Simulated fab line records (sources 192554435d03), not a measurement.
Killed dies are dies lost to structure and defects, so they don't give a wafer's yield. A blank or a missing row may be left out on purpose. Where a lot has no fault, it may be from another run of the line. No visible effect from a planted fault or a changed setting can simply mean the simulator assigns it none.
Split-lot trial | flow n5 finfet | 7 lots, 21 wafers read, on a route of 1938 steps

## ON THE SPLIT
At N5_WELL_APT_PEB_06 (peb time 90 s), the setting peb time s was moved away from the recipe's 90 s on 7 of the 21 wafers read, by -22.2% to +16.6%. This setting was run at the recipe's value on the other wafers.

## FROM THE SPLIT TO THE READING: what the file shows between them, 2 steps
- N5_WELL_APT_DEVELOP_07: develop time 45 s (also split here: develop time s)
- N5_WELL_APT_HARDBAKE_12: time 120 s

## THE READING
At N5_WELL_APT_CD_MEAS_08: cd nm in nanometres, against a target cd of 200 nm. On this fab line, fault-free wafers typically give 199.5 nm with a standard deviation of 1.5 nm.

wafer  | tool, chamber at the split | peb time s as run, s | against the recipe | cd nm, nm | against lot-mates on the recipe
L078.1 | litho track-01, 0          | 90                   | recipe             | 202.6     | -
L078.5 | litho track-01, 0          | 90                   | recipe             | 198.7     | -
L078.6 | litho track-01, 0          | 104.9                | +16.6%             | 206.4     | +5.8
L079.1 | litho track-01, 0          | 90                   | recipe             | 200.6     | -
L079.3 | litho track-01, 0          | 90                   | recipe             | 201.1     | -
L079.5 | litho track-01, 0          | 70.01                | -22.2%             | 190.6     | -10.2
L085.1 | litho track-01, 0          | 73.96                | -17.8%             | 192.0     | -7.0
L085.5 | litho track-01, 0          | 73.96                | -17.8%             | 193.3     | -5.7
L085.6 | litho track-01, 0          | 90                   | recipe             | 199.0     | -
L087.1 | litho track-04, 0          | 90                   | recipe             | 198.9     | -
L087.5 | litho track-04, 0          | 90                   | recipe             | 196.9     | -
L087.6 | litho track-04, 0          | 90                   | recipe             | 200.0     | -
L090.2 | litho track-05, 0          | 74.66                | -17.0%             | 193.7     | -4.6
L090.4 | litho track-05, 0          | 90                   | recipe             | 198.3     | -
L090.5 | litho track-05, 0          | 74.66                | -17.0%             | 193.0     | -5.3
L092.2 | litho track-01, 0          | 90                   | recipe             | 198.5     | -
L092.5 | litho track-01, 0          | 90                   | recipe             | 196.2     | -
L092.6 | litho track-01, 0          | 90                   | recipe             | 199.7     | -
L096.1 | litho track-04, 0          | 84.58                | -6.0%              | 196.3     | -2.8
L096.3 | litho track-04, 0          | 90                   | recipe             | 199.1     | -
L096.4 | litho track-04, 0          | 90                   | recipe             | 199.1     | -

FIT RESULTS
A straight line over all 21 wafers: cd nm changes by +0.38 nm for each +1% of peb time s; r = +0.93; the points scatter about the line by 1.4 nm.
The same after taking each lot's own level away (the mean of its wafers on the recipe; 21 wafers): +0.363 nm for each +1%; r = +0.94; scatter 1.2 nm.
On that fit, the largest move of peb time s shifts the reading by 8.1 nm.
The span of the lots' own levels, 198.13 to 200.85 nm, comes to 1.8 times the standard deviation stated above.
Consequently the slope shifts little with the lot-to-lot level, the two slopes agreeing.
Check: -7.38 nm against its lot-mates is what the line predicts for one of the wafers moved furthest among these (-22.2%) when that wafer is left out of the fit. It came out at -10.2 nm against them.

## THESE WAFERS: OTHER SPLITS
Before the reading, these wafers also passed through other splits. Each is held against what the fit with the lots' levels taken away leaves over:
other split on the same wafers        | wafers away from the commonest value | r with cd nm (lot level and that fit taken away)
N5_WELL_APT_DEVELOP_07 develop time s | 6                                    | +0.09

## THE WHOLE CHAIN: every reading that the file lists as answering this split, in the file's order
step                   | what it does             | reading                                                         | change (the file's fit)               | r (the file's)
N5_WELL_APT_CD_MEAS_08 | target cd 200 nm         | cd nm                                                           | +0.382 nm for each +1% of the setting | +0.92
N5_WELL_APT_DESCUM_13  | chemistry O2, time 7.9 s | WELL_APT.cd nm (the simulator's own value, which no gauge read) | +0.393 nm for each +1% of the setting | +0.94

## THE FILE'S OWN FIT
cd nm changes by +0.382 nm for each +1% of peb time s, r = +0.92.
